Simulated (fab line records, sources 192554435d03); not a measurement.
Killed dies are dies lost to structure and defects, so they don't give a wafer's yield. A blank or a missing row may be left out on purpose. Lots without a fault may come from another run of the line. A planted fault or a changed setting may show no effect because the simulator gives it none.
Which tool did it? | flow n5_finfet | 14 lots, 42 wafers sampled, at 7 steps of a route of 1938

WHAT THE GAUGES READ, wafer by wafer
N5_SD_EPI_P_EPI_MEAS_23. Usual: thk_nm 60.8 nm, standard deviation 1.2.
lot  | measured    | on            | thk_nm (nm)    | flag
L350 | day 3 14:22 | film_metro-02 | 60.7 62.0 63.8 |
L351 | day 3 16:28 | film_metro-02 | 61.6 58.5 60.5 |
L352 | day 3 23:05 | film_metro-02 | 61.3 58.4 59.1 |
L353 | day 4 03:14 | film_metro-02 | 61.7 59.1 59.8 |
L354 | day 4 10:39 | film_metro-02 | 62.1 61.8 63.4 |
L357 | day 5 04:58 | film_metro-01 | 60.6 59.8 59.6 |
L358 | day 5 10:07 | film_metro-02 | 60.8 60.4 60.2 |
L363 | day 6 17:01 | film_metro-01 | 94.1 95.1 91.7 | OFF
L364 | day 7 01:28 | film_metro-01 | 61.0 61.9 61.7 |
L365 | day 7 04:01 | film_metro-02 | 90.2 93.4 90.9 | OFF
L368 | day 8 01:54 | film_metro-01 | 60.6 61.5 61.5 |
L370 | day 8 13:11 | film_metro-02 | 60.0 59.3 61.1 |
L371 | day 8 15:16 | film_metro-01 | 60.6 60.9 61.8 |
L373 | day 9 03:29 | film_metro-02 | 59.5 60.9 60.1 |

N5_SD_ACTIVATION_RS_MEAS_03: measures by four-point-probe. Usual: RS_SD_N 21.88 ohm/sq, standard deviation 0.29; RS_SD_P 56.3 ohm/sq, standard deviation 0.88.
lot  | measured    | on            | RS_SD_N (ohm/sq)  | RS_SD_P (ohm/sq) | flag
L350 | day 3 15:04 | film_metro-02 | 21.76 21.72 21.40 | 56.1 55.9 56.3   |
L351 | day 3 17:19 | film_metro-02 | 21.96 22.28 22.25 | 56.5 57.1 56.3   |
L352 | day 3 23:56 | film_metro-02 | 22.09 21.76 21.83 | 56.6 57.9 56.7   |
L353 | day 4 04:20 | film_metro-02 | 21.63 21.57 21.41 | 56.6 57.5 57.6   |
L354 | day 4 11:15 | film_metro-02 | 22.06 22.03 21.85 | 54.6 54.5 54.4   |
L357 | day 5 05:46 | film_metro-01 | 21.85 21.77 21.90 | 58.3 56.6 57.7   |
L358 | day 5 10:43 | film_metro-01 | 22.39 21.88 22.10 | 56.5 55.4 55.6   |
L363 | day 6 17:40 | film_metro-01 | 21.63 21.91 21.61 | 37.5 37.6 37.9   | OFF
L364 | day 7 02:17 | film_metro-02 | 21.70 21.60 21.65 | 55.2 55.0 55.1   |
L365 | day 7 04:38 | film_metro-02 | 21.34 21.64 21.41 | 36.9 37.0 36.9   | OFF
L368 | day 8 02:56 | film_metro-01 | 21.84 21.91 22.21 | 56.5 56.5 55.0   |
L370 | day 8 13:49 | film_metro-01 | 21.68 21.96 22.30 | 56.0 56.7 56.6   |
L371 | day 8 15:59 | film_metro-02 | 21.96 22.07 21.80 | 56.6 57.0 56.4   |
L373 | day 9 04:09 | film_metro-02 | 21.96 21.37 22.08 | 56.4 56.5 56.2   |

N5_SD_ACTIVATION_INSPECT_02: inspects for defects (darkfield). Usual: raw_defect_count 184, standard deviation 40.
lot  | measured    | on                | raw_defect_count | flag
L350 | day 3 15:22 | defect_inspect-01 | 159 162 142      |
L351 | day 3 17:38 | defect_inspect-01 | 248 236 233      |
L352 | day 4 00:14 | defect_inspect-02 | 197 302 178      |
L353 | day 4 04:38 | defect_inspect-02 | 174 153 125      |
L354 | day 4 11:35 | defect_inspect-02 | 135 189 194      |
L357 | day 5 06:04 | defect_inspect-02 | 175 207 196      |
L358 | day 5 11:02 | defect_inspect-02 | 146 121 120      |
L363 | day 6 17:59 | defect_inspect-01 | 200 239 181      |
L364 | day 7 02:36 | defect_inspect-02 | 163 182 146      |
L365 | day 7 04:58 | defect_inspect-01 | 162 172 142      |
L368 | day 8 03:14 | defect_inspect-02 | 171 205 187      |
L370 | day 8 14:08 | defect_inspect-01 | 174 154 144      |
L371 | day 8 16:17 | defect_inspect-01 | 210 227 153      |
L373 | day 9 04:26 | defect_inspect-02 | 235 223 272      |

N5_BEOL_M4_RC_MEAS_101. Usual: DIBL_N 36.3 mV/V, standard deviation 1.4; DIBL_P 36.2 mV/V, standard deviation 1.5; IOFF_N 0.160 nA/um, standard deviation 0.021; IOFF_P 0.211 nA/um, standard deviation 0.027; ION_N 676 uA/um, standard deviation 7.7; ION_P 463 uA/um, standard deviation 5.5; REXT_P 100.1 ohm.um, standard deviation 2.3; RS_SD_P 66.0 ohm/sq, standard deviation 0.89; SS_N 71.4 mV/dec, standard deviation 0.57; SS_P 73.3 mV/dec, standard deviation 0.58; VT_N 249.3 mV, standard deviation 2.5; VT_P -250.1 mV, standard deviation 2.6; VT_P_LVT -98.6 mV, standard deviation 2.3.
lot  | measured     | on        | DIBL_N (mV/V)  | DIBL_P (mV/V)  | IOFF_N (nA/um)    | IOFF_P (nA/um)    | ION_N (uA/um) | ION_P (uA/um) | REXT_P (ohm.um)   | RS_SD_P (ohm/sq) | SS_N (mV/dec)  | SS_P (mV/dec)  | VT_N (mV)         | VT_P (mV)            | VT_P_LVT (mV)        | flag
L350 | day 7 19:00  | prober-01 | 34.3 35.3 36.3 | 34.3 34.4 35.6 | 0.147 0.144 0.168 | 0.183 0.182 0.192 | 673 667 679   | 460 455 460   | 100.4 99.0 99.9   | 65.9 65.6 66.6   | 71.0 71.3 72.2 | 73.4 73.5 73.1 | 249.2 251.0 247.8 | -253.5 -253.1 -251.2 | -100.0 -101.1 -100.4 |
L351 | day 8 13:32  | prober-01 | 38.2 37.7 39.7 | 38.3 36.9 38.2 | 0.174 0.154 0.195 | 0.251 0.215 0.248 | 683 675 675   | 471 464 465   | 99.4 101.5 101.4  | 64.9 66.8 66.4   | 72.4 72.0 72.0 | 73.7 73.3 73.9 | 248.6 250.5 248.5 | -245.4 -246.7 -249.7 | -96.3 -97.9 -97.3    |
L352 | day 8 18:29  | prober-01 | 34.7 35.4 35.9 | 35.4 35.5 36.0 | 0.147 0.154 0.162 | 0.193 0.193 0.212 | 674 673 676   | 461 457 463   | 103.8 105.0 104.3 | 66.5 68.2 67.1   | 70.8 71.6 71.6 | 72.1 73.2 72.9 | 249.7 250.8 249.0 | -250.8 -250.3 -249.7 | -98.1 -98.2 -97.0    |
L353 | day 8 15:43  | prober-02 | 37.4 37.2 37.6 | 37.7 36.4 37.6 | 0.176 0.156 0.172 | 0.234 0.216 0.230 | 681 669 673   | 472 460 465   | 101.6 102.9 104.2 | 66.1 66.7 67.2   | 71.2 71.7 71.4 | 74.2 74.4 73.6 | 245.6 251.1 246.3 | -246.2 -246.7 -246.6 | -96.1 -96.0 -95.2    |
L354 | day 8 21:04  | prober-02 | 37.4 35.2 37.5 | 38.7 35.6 38.4 | 0.190 0.150 0.201 | 0.217 0.176 0.208 | 691 671 688   | 466 457 466   | 101.6 101.2 101.4 | 64.4 65.0 65.4   | 71.3 70.5 71.4 | 72.6 72.5 72.7 | 247.0 248.2 245.2 | -251.9 -253.0 -251.5 | -98.3 -100.4 -98.4   |
L357 | day 9 22:33  | prober-01 | 37.1 35.9 36.6 | 35.6 34.0 34.4 | 0.154 0.139 0.144 | 0.203 0.198 0.193 | 673 677 665   | 460 469 468   | 103.0 102.2 102.7 | 67.8 67.1 66.9   | 71.1 70.9 70.8 | 73.5 72.5 72.9 | 250.1 249.1 248.3 | -250.2 -248.9 -249.8 | -98.9 -97.9 -98.5    |
L358 | day 10 01:46 | prober-01 | 35.9 35.3 35.4 | 37.6 36.3 35.6 | 0.178 0.157 0.154 | 0.229 0.213 0.201 | 687 672 679   | 463 461 461   | 100.7 98.6 97.5   | 65.9 66.1 65.6   | 71.1 70.7 70.4 | 73.7 73.3 73.0 | 248.4 251.2 248.0 | -251.9 -250.3 -248.6 | -95.8 -95.6 -97.3    |
L363 | day 11 20:33 | prober-01 | 34.9 36.3 35.6 | 35.2 37.1 36.3 | 0.158 0.175 0.160 | 0.237 0.267 0.249 | 677 687 682   | 473 484 476   | 95.1 95.3 96.5    | 43.4 43.6 44.2   | 71.9 71.6 71.2 | 73.0 73.6 73.1 | 249.8 248.8 248.1 | -245.8 -242.9 -243.5 | -93.0 -92.3 -93.4    | OFF
L364 | day 11 09:58 | prober-01 | 36.1 36.5 36.4 | 35.9 35.2 35.9 | 0.178 0.171 0.180 | 0.230 0.226 0.238 | 679 679 681   | 475 467 464   | 97.7 97.3 97.3    | 65.2 65.1 65.0   | 72.0 71.3 71.5 | 74.0 73.6 73.9 | 245.3 245.6 246.9 | -247.7 -244.8 -247.4 | -98.4 -97.5 -97.3    |
L365 | day 11 20:47 | prober-02 | 35.1 38.3 39.6 | 33.7 38.1 38.8 | 0.132 0.192 0.220 | 0.246 0.326 0.349 | 677 686 697   | 478 487 493   | 92.2 92.3 93.6    | 43.8 43.2 43.5   | 70.5 72.5 72.0 | 72.9 73.9 74.3 | 249.9 246.7 242.6 | -240.1 -240.0 -239.5 | -90.4 -87.7 -86.8    | OFF
L368 | day 12 19:37 | prober-02 | 35.0 35.2 38.0 | 34.3 34.6 37.7 | 0.146 0.144 0.191 | 0.194 0.202 0.251 | 679 667 679   | 467 462 467   | 96.0 95.8 95.6    | 65.9 66.2 65.3   | 70.6 70.2 70.8 | 72.6 72.6 73.4 | 249.2 249.8 243.9 | -249.9 -249.2 -248.9 | -99.6 -98.4 -95.8    |
L370 | day 13 08:55 | prober-02 | 36.2 33.3 35.4 | 37.0 34.4 36.0 | 0.155 0.112 0.134 | 0.210 0.168 0.185 | 681 667 676   | 465 460 465   | 99.7 100.6 101.0  | 66.2 66.8 66.5   | 71.0 70.5 71.1 | 72.6 72.3 72.1 | 248.7 252.3 250.8 | -248.2 -251.6 -252.4 | -98.6 -101.0 -100.7  |
L371 | day 13 12:47 | prober-01 | 36.7 34.1 34.5 | 38.9 35.2 36.2 | 0.172 0.128 0.141 | 0.245 0.191 0.199 | 678 662 671   | 468 462 461   | 102.2 100.9 101.8 | 66.6 66.6 67.5   | 71.2 70.9 70.6 | 73.8 72.5 73.5 | 248.6 250.9 251.8 | -249.6 -248.4 -251.2 | -96.7 -99.1 -99.4    |
L373 | day 14 01:29 | prober-01 | 36.2 35.2 37.5 | 36.6 34.4 37.0 | 0.155 0.125 0.157 | 0.221 0.181 0.228 | 673 660 673   | 465 451 460   | 100.8 101.3 101.1 | 65.7 66.0 66.0   | 71.6 70.8 71.8 | 74.1 73.0 74.3 | 250.7 253.3 250.6 | -249.9 -250.6 -249.8 | -98.0 -101.5 -98.6   |

WHICH TOOL RAN EACH LOT (tool, then ch and the chambers of the sampled wafers, then the start)
lot  | N5_SD_EPI_N_LINER_46             | N5_SD_EPI_P_STRIP_40                | N5_SD_EPI_P_EPI_21
L350 | ald_sin-02 ch 0,1,3, day 3 10:04 | plasma_asher-01 ch 0,1, day 3 11:38 | epi_rpcvd-04 ch 0, day 3 12:31
L351 | ald_sin-03 ch 0,2, day 3 12:09   | plasma_asher-01 ch 0, day 3 13:44   | epi_rpcvd-03 ch 0, day 3 14:15
L352 | ald_sin-03 ch 0,3, day 3 17:56   | plasma_asher-01 ch 0,1, day 3 19:31 | epi_rpcvd-01 ch 0, day 3 21:08
L353 | ald_sin-03 ch 0,1,2, day 3 22:57 | plasma_asher-01 ch 0,1, day 4 00:31 | epi_rpcvd-01 ch 0, day 4 01:24
L354 | ald_sin-03 ch 0,1,3, day 4 06:22 | plasma_asher-01 ch 0,1, day 4 07:56 | epi_rpcvd-04 ch 0, day 4 08:27
L357 | ald_sin-04 ch 0,2,3, day 4 23:50 | plasma_asher-01 ch 0,1, day 5 01:26 | epi_rpcvd-03 ch 0, day 5 03:01
L358 | ald_sin-03 ch 0,2, day 5 05:50   | plasma_asher-02 ch 0,1, day 5 07:24 | epi_rpcvd-04 ch 0, day 5 07:55
L363 | ald_sin-02 ch 0,1,2, day 6 12:43 | plasma_asher-01 ch 0,1, day 6 14:18 | epi_rpcvd-03 ch 0, day 6 14:49
L364 | ald_sin-03 ch 0,1,3, day 6 21:03 | plasma_asher-02 ch 0,1, day 6 22:45 | epi_rpcvd-01 ch 0, day 6 23:38
L365 | ald_sin-02 ch 2,3, day 6 23:50   | plasma_asher-01 ch 0,1, day 7 01:17 | epi_rpcvd-03 ch 0, day 7 01:49
L368 | ald_sin-02 ch 1,3, day 7 21:37   | plasma_asher-02 ch 0,1, day 7 23:11 | epi_rpcvd-01 ch 0, day 8 00:04
L370 | ald_sin-04 ch 1,2,3, day 8 09:02 | plasma_asher-02 ch 0,1, day 8 10:29 | epi_rpcvd-04 ch 0, day 8 10:59
L371 | ald_sin-03 ch 0,1,3, day 8 10:08 | plasma_asher-01 ch 1, day 8 11:40   | epi_rpcvd-01 ch 0, day 8 12:49
L373 | ald_sin-03 ch 0,2, day 8 23:02   | plasma_asher-01 ch 0,1, day 9 00:30 | epi_rpcvd-01 ch 0, day 9 01:43
- N5_SD_EPI_N_LINER_46: material SiNx, target thk 3 nm.
- N5_SD_EPI_P_STRIP_40: strips in N2/H2.
- N5_SD_EPI_P_EPI_21: deposits SiGe:B, time 355 s.

WHAT THE TOOLS THEMSELVES READ (means of the sampled wafers that have a number; where no wafer has one, the mark that the record gives instead)
N5_SD_EPI_N_LINER_46. Usual: heater_power_w 820 W, standard deviation 84.
lot  | tool       | heater_power_w (W) | flag
L350 | ald_sin-02 | 853                |
L351 | ald_sin-03 | 751                |
L352 | ald_sin-03 | 792                |
L353 | ald_sin-03 | 788                |
L354 | ald_sin-03 | 808                |
L357 | ald_sin-04 | 831                |
L358 | ald_sin-03 | 732                |
L363 | ald_sin-02 | 812                |
L364 | ald_sin-03 | 794                |
L365 | ald_sin-02 | 883                |
L368 | ald_sin-02 | 928                |
L370 | ald_sin-04 | 867                |
L371 | ald_sin-03 | 801                |
L373 | ald_sin-03 | 736                |

N5_SD_EPI_P_STRIP_40. Usual: drypump_motor_current_A 5.9 A, standard deviation 0.47; heater_power_w 368 W, standard deviation 28; oes_product_au 0.761 a.u., standard deviation 0.012.
lot  | tool            | drypump_motor_current_A (A) | heater_power_w (W) | oes_product_au (a.u.) | flag
L350 | plasma_asher-01 | 5.8                         | 349                | 0.753                 |
L351 | plasma_asher-01 | 6.6                         | 385                | 0.759                 |
L352 | plasma_asher-01 | 5.8                         | 341                | 0.764                 |
L353 | plasma_asher-01 | 6.2                         | 364                | 0.769                 |
L354 | plasma_asher-01 | 6.2                         | 367                | 0.761                 |
L357 | plasma_asher-01 | 6.2                         | 363                | 0.775                 |
L358 | plasma_asher-02 | 5.9                         | 380                | 0.766                 |
L363 | plasma_asher-01 | 6.2                         | 355                | 0.763                 |
L364 | plasma_asher-02 | 6.0                         | 386                | 0.746                 |
L365 | plasma_asher-01 | 6.2                         | 363                | 0.764                 |
L368 | plasma_asher-02 | 5.9                         | 385                | 0.768                 |
L370 | plasma_asher-02 | 5.7                         | 386                | 0.770                 |
L371 | plasma_asher-01 | 5.5                         | 325                | 0.764                 |
L373 | plasma_asher-01 | 5.9                         | 334                | 0.763                 |

THE ANSWER, worked out from the rows above alone
Rule: a lot is off if the mean of its wafers that have a number lies more than 3 standard deviations from the usual mean. A lot without any number at a reading at which 4 lots or more have one is off too. The other lots that the step has rows for count as sound. The gauges are gone through in route order, then the tools' own readings, and for those a lot's mean is taken as printed above. The first step at which some lot is off is used, and at that step the reading that is off furthest; a lot without a number counts as furthest.
Off: L363, L365, at N5_SD_EPI_P_EPI_MEAS_23 (thk_nm).
A tool fits if, at a process step before that reading, it ran every lot that is off, and no sound lot after the first of them. The gauges at N5_SD_EPI_P_EPI_MEAS_23 aren't tried: what is off there is off at N5_BEOL_M4_RC_MEAS_101 too, on other tools, and a gauge's error can't cause that. One fits: epi_rpcvd-03 at N5_SD_EPI_P_EPI_21. Its last sound lot is L357 (day 5 03:01), its first lot that is off L363 (day 6 14:49): a fault that began between those two fits.

WHAT THE SIMULATOR HAD PUT IN
Process parameter drift: epi_rpcvd-03, from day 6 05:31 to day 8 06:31, at N5_SD_EPI_P_EPI_21. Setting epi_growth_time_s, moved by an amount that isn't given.
Lots struck among those shown: L363, L365. The rule above found the same.
